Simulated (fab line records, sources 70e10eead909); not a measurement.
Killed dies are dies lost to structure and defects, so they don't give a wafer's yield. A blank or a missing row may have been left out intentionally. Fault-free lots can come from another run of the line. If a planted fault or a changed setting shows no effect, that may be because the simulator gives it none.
A lot that was struck, set against a sound lot || flow nandHarc || 13 steps out of a route of 1302
Sound: the wafers L448.4, L448.5, L448.6. The struck wafers were L441.1, L441.3, L441.4. The cause is given at the end.
Each step with rows lists, per side, the tool, then ch with its chambers, then its first start. Under that, the readings that differ: sound wafers || struck wafers || difference of the means || sigmas: that difference in standard deviations of wafers without a fault.
alike: readings whose means differ by less than 2 such deviations, and words and numbers that are the same on both sides. not compared: withheld readings, readings that some wafer has no value for, bounds like >300 that may hide the same value, and numbers for which the record gives no deviation and whose values overlap.
Wherever a step has rows on one side only, a row that says differs or no value, or a row with sigmas, the two part there. Non-overlapping numbers with no deviation appear without sigmas and do not part them. A reading that every wafer of one side lacks parts them only if that side has two wafers or more.

NHARC_A_STAIRCASE_TRIM_235: chemistry O2, time 211.2 s.
  sound on rieDiel-11 ch 1,2,3; struck on rieDiel-04 ch 0,2,3
  alike: drypumpMotorCurrentA, mfcArSccm, oesProductAu, rfVppV, showerheadPlenumPTorr, throttleValvePct
  not compared: rfHoursCounterH
NHARC_A_STAIRCASE_ETCH_236: etches the open film in C4F8/O2, target depth 100 nm, time 40.5 s.
  sound on rieDiel-11 ch 0,1,2; struck on rieDiel-04 ch 0,2,3
  alike: oesProductAu, rfFwdPowerW, rfVppV
  not compared: rfHoursCounterH
NHARC_A_STAIRCASE_STRIP_238: strips in O2.
  sound on plasmaAsher-02 ch 0,1, day 22 15:07; struck on plasmaAsher-01 ch 0,1, day 20 16:02
  alike: drypumpMotorCurrentA, heaterPowerW
  not compared: rfHoursCounterH
then, 8 steps without rows for these wafers: NHARC_A_STAIRCASE_STRIP_239 (strips in SPM, time 900 s); NHARC_A_STAIRCASE_PRECLEAN_240 (cleans in SC1); NHARC_A_STAIRCASE_SRD_241; NHARC_A_STAIRCASE_DEHYDRATE_242 (time 120 s); NHARC_A_STAIRCASE_HMDS_243 (time 30 s); NHARC_A_STAIRCASE_COAT_244; NHARC_A_STAIRCASE_SOFTBAKE_245 (time 170 s); NHARC_A_STAIRCASE_EBR_246.
NHARC_A_STAIRCASE_EXPOSE_247: exposes mask SDS 1.
  sound on krfScanner-02 ch 0, day 22 16:11; struck on krfScanner-01 ch 0, day 20 17:08
{"reading": "model.A_STAIRCASE.overlayXNm (nm)", "sound": "-5.122 -5.122 -5.122", "struck": "64.43 64.43 64.43", "difference": "+69.55", "sigmas": ""}
  alike: mask, focusOffsetNm
then, 1 step without rows for these wafers: NHARC_A_STAIRCASE_PEB_248 (peb time 130 s).

WHERE THEY PART
Nowhere in this record.

WHY: the cause the simulator had injected
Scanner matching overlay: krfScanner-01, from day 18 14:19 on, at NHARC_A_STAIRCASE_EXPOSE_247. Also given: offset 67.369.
